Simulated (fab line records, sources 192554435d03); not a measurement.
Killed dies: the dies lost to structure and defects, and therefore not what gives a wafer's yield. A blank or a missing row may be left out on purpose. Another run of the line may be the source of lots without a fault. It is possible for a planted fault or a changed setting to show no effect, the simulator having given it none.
Chamber matching / flow n5Finfet / N5_MOL_CONTACT_COAG_ETCH_91 on rieDiel-02: 4 sister chambers
The step etches SOC in N2/H2, target depth 60 nm, overetch 21 nm, time 101.2 s. 14 wafers are shown with their chamber, then 7 later ones without.

## WAFERS PAIRED WITH THEIR CHAMBERS
wafer=L075.1; chamber=1; showerheadPlenumPTorr (Torr)=2.69; throttleValvePct (%)=17.64; oesProductAu (a.u.)=0.71
wafer=L075.4; chamber=2; showerheadPlenumPTorr (Torr)=2.52; throttleValvePct (%)=18.07; oesProductAu (a.u.)=0.57
wafer=L075.5; chamber=1; showerheadPlenumPTorr (Torr)=2.69; throttleValvePct (%)=17.66; oesProductAu (a.u.)=0.70
wafer=L079.3; chamber=2; showerheadPlenumPTorr (Torr)=2.51; throttleValvePct (%)=18.09; oesProductAu (a.u.)=0.58
wafer=L079.4; chamber=3; showerheadPlenumPTorr (Torr)=2.64; throttleValvePct (%)=17.70; oesProductAu (a.u.)=0.64
wafer=L079.6; chamber=2; showerheadPlenumPTorr (Torr)=2.51; throttleValvePct (%)=18.08; oesProductAu (a.u.)=0.58
wafer=L087.1; chamber=0; showerheadPlenumPTorr (Torr)=2.70; throttleValvePct (%)=17.58; oesProductAu (a.u.)=0.72
wafer=L087.5; chamber=0; showerheadPlenumPTorr (Torr)=2.70; throttleValvePct (%)=17.57; oesProductAu (a.u.)=0.71
wafer=L087.6; chamber=1; showerheadPlenumPTorr (Torr)=2.68; throttleValvePct (%)=17.68; oesProductAu (a.u.)=0.69
wafer=L089.1; chamber=0; showerheadPlenumPTorr (Torr)=2.70; throttleValvePct (%)=17.56; oesProductAu (a.u.)=0.70
wafer=L089.2; chamber=3; showerheadPlenumPTorr (Torr)=2.64; throttleValvePct (%)=17.77; oesProductAu (a.u.)=0.62
wafer=L089.5; chamber=3; showerheadPlenumPTorr (Torr)=2.64; throttleValvePct (%)=17.75; oesProductAu (a.u.)=0.62
wafer=L092.1; chamber=1; showerheadPlenumPTorr (Torr)=2.67; throttleValvePct (%)=17.69; oesProductAu (a.u.)=0.68
wafer=L092.3; chamber=0; showerheadPlenumPTorr (Torr)=2.70; throttleValvePct (%)=17.58; oesProductAu (a.u.)=0.69

SIGNATURES (means of the wafers above)
reading=showerheadPlenumPTorr; chamber 0=2.7000; chamber 1=2.6825; chamber 2=2.5133; chamber 3=2.6400; scatter within a chamber=0.00585
reading=throttleValvePct; chamber 0=17.5725; chamber 1=17.6675; chamber 2=18.0800; chamber 3=17.7400; scatter within a chamber=0.0213
reading=oesProductAu; chamber 0=0.7050; chamber 1=0.6950; chamber 2=0.5767; chamber 3=0.6267; scatter within a chamber=0.0115
Rule: for a wafer and a chamber, the distance is found by dividing, reading by reading, the gap between the wafer's reading and the chamber's mean by the reading's scatter, squaring, summing and taking the root. The wafer belongs to the nearest chamber; if the next one is less than 2 further off, it can't be placed. The scatter is the square root of a quotient: the sum, over the shown wafers, of each reading's squared deviation from its chamber's mean, divided by wafers minus chambers.

## WAFERS WITH NO CHAMBER GIVEN
wafer=L092.5; showerheadPlenumPTorr (Torr)=2.67; throttleValvePct (%)=17.71; oesProductAu (a.u.)=0.67
wafer=L093.3; showerheadPlenumPTorr (Torr)=2.67; throttleValvePct (%)=17.72; oesProductAu (a.u.)=0.67
wafer=L093.5; showerheadPlenumPTorr (Torr)=2.70; throttleValvePct (%)=17.58; oesProductAu (a.u.)=0.69
wafer=L093.6; showerheadPlenumPTorr (Torr)=2.63; throttleValvePct (%)=17.77; oesProductAu (a.u.)=0.62
wafer=L096.1; showerheadPlenumPTorr (Torr)=2.50; throttleValvePct (%)=17.69; oesProductAu (a.u.)=0.82
wafer=L096.2; showerheadPlenumPTorr (Torr)=2.69; throttleValvePct (%)=17.61; oesProductAu (a.u.)=0.68
wafer=L096.3; showerheadPlenumPTorr (Torr)=2.63; throttleValvePct (%)=17.77; oesProductAu (a.u.)=0.60

## EACH ONE'S CHAMBER
wafer=L092.5; from the rows above=1; in truth=1
wafer=L093.3; from the rows above=1; in truth=1
wafer=L093.5; from the rows above=0; in truth=0
wafer=L093.6; from the rows above=3; in truth=3
wafer=L096.1; from the rows above=can't be placed: 2 or 3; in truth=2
wafer=L096.2; from the rows above=can't be placed: 1 or 0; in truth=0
wafer=L096.3; from the rows above=3; in truth=3
Correctly placed: 5 of 7. Cannot be placed on the basis of these rows: 2; the candidates contain the true chamber in 2. 0 placed wrongly.
